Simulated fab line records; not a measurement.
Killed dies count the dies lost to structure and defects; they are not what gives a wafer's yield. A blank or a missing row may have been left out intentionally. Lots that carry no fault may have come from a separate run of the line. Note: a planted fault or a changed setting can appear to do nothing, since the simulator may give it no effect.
Chamber matching + flow n5_finfet + rie_diel-03 running N5_BEOL_M15_DESCUM_15: 4 sister chambers
The step chemistry O2, time 7.9 s. 16 wafers are shown with their chamber, then 8 later ones without.

## WAFERS, EACH WITH ITS CHAMBER
| wafer  | chamber | showerhead_plenum_p_Torr (Torr) | rf_vpp_V (V) | drypump_motor_current_A (A) |
|--------|---------|---------------------------------|--------------|-----------------------------|
| L077.1 | 1       | 2.17                            | 244.2        | 5.5                         |
| L077.3 | 0       | 2.16                            | 244.8        | 5.3                         |
| L077.5 | 0       | 2.16                            | 245.8        | 5.4                         |
| L080.1 | 0       | 2.15                            | 244.4        | 5.4                         |
| L080.3 | 2       | 2.17                            | 244.2        | 5.1                         |
| L080.6 | 2       | 2.17                            | 244.5        | 5.2                         |
| L085.2 | 3       | 1.91                            | 239.7        | 5.2                         |
| L085.4 | 1       | 2.16                            | 243.3        | 5.4                         |
| L085.6 | 0       | 2.15                            | 243.2        | 5.3                         |
| L087.2 | 2       | 2.17                            | 244.2        | 5.2                         |
| L087.5 | 1       | 2.16                            | 244.5        | 5.4                         |
| L087.6 | 0       | 2.15                            | 243.6        | 5.3                         |
| L091.4 | 1       | 2.16                            | 244.6        | 5.4                         |
| L091.5 | 0       | 2.15                            | 244.3        | 5.3                         |
| L091.6 | 1       | 2.16                            | 243.4        | 5.4                         |
| L092.1 | 3       | 1.91                            | 239.1        | 5.2                         |

SIGNATURES (means of the wafers above)
| reading                  | chamber 0 | chamber 1 | chamber 2 | chamber 3 | scatter within a chamber |
|--------------------------|-----------|-----------|-----------|-----------|--------------------------|
| showerhead_plenum_p_Torr | 2.1533    | 2.1620    | 2.1700    | 1.9100    | 0.00422                  |
| rf_vpp_V                 | 244.350   | 244.000   | 244.300   | 239.400   | 0.703                    |
| drypump_motor_current_A  | 5.333     | 5.420     | 5.167     | 5.200     | 0.0483                   |
Rule: a wafer's distance from a chamber is the root of the sum, over the readings, of the square of ((its reading less the chamber's mean) divided by the reading's scatter). If the next closest chamber is less than 2 further off than the closest, the wafer can't be placed; otherwise it belongs to the closest. The scatter: the root of (the sum of the squares of (reading less its chamber's mean) over the shown wafers, divided by (wafers less chambers)).

## WAFERS WHOSE CHAMBER IS MISSING
| wafer  | showerhead_plenum_p_Torr (Torr) | rf_vpp_V (V) | drypump_motor_current_A (A) |
|--------|---------------------------------|--------------|-----------------------------|
| L092.4 | 2.17                            | 244.8        | 5.1                         |
| L092.6 | 2.15                            | 243.9        | 5.4                         |
| L093.1 | 1.91                            | 240.9        | 5.2                         |
| L093.4 | 2.14                            | 243.4        | 5.4                         |
| L093.5 | 1.91                            | 241.0        | 5.2                         |
| L097.1 | 2.16                            | 244.5        | 5.1                         |
| L097.4 | 2.15                            | 243.6        | 5.4                         |
| L097.5 | 2.16                            | 243.8        | 5.1                         |

## WHICH CHAMBER EACH ONE RAN IN
| wafer  | from the rows above     | in truth |
|--------|-------------------------|----------|
| L092.4 | 2                       | 2        |
| L092.6 | can't be placed: 0 or 1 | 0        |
| L093.1 | 3                       | 3        |
| L093.4 | can't be placed: 0 or 1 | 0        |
| L093.5 | 3                       | 3        |
| L097.1 | 2                       | 2        |
| L097.4 | can't be placed: 0 or 1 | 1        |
| L097.5 | 2                       | 2        |
Correct placement for 5 of the 8. Unplaceable from these rows: 3, with the true chamber sitting among the candidates in 3. Wrongly placed: 0.
